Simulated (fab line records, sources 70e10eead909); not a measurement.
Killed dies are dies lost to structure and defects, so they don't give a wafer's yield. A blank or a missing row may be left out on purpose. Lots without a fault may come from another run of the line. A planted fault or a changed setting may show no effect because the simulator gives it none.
Chamber matching | flow nand_harc | NHARC_P_GATE_DEP_103 on pecvd-04: 3 sister chambers
The step deposits SiON, target thk 30 nm. 6 wafers are shown with their chamber, then 10 later ones without.

WAFERS WITH THEIR CHAMBER
wafer  | chamber | heater_power_w (W)
L384.4 | 1       | 668
L384.6 | 2       | 691
L385.3 | 1       | 742
L385.6 | 0       | 827
L388.2 | 0       | 818
L388.3 | 2       | 625

WAFERS WITHOUT THEIR CHAMBER
wafer  | heater_power_w (W)
L388.5 | 828
L389.2 | 876
L389.4 | 891
L389.5 | 657
L392.1 | 856
L392.3 | 700
L392.4 | 681
L401.1 | 824
L401.2 | 678
L401.4 | 697

WHICH CHAMBER EACH WENT THROUGH
wafer  | from the rows above     | in truth
L388.5 | 0                       | 0
L389.2 | 0                       | 0
L389.4 | 0                       | 0
L389.5 | can't be placed: 2 or 1 | 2
L392.1 | 0                       | 0
L392.3 | can't be placed: 1 or 2 | 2
L392.4 | can't be placed: 2 or 1 | 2
L401.1 | 0                       | 0
L401.2 | can't be placed: 2 or 1 | 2
L401.4 | can't be placed: 1 or 2 | 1
Placed correctly: 5 of 10. Can't be placed from these rows: 5 (the true chamber is among the candidates in 5). Placed wrongly: 0.
How it was worked out, from the rows above alone: a wafer's distance from a chamber is the root of the sum, over the readings, of the square of ((its reading less the chamber's mean) divided by the reading's scatter). The wafer belongs to the nearest chamber; if the next one is less than 2 further off, it can't be placed. A chamber's mean is the mean of its shown wafers. The scatter: the root of (the sum of the squares of (reading less its chamber's mean) over the shown wafers, divided by (wafers less chambers)).
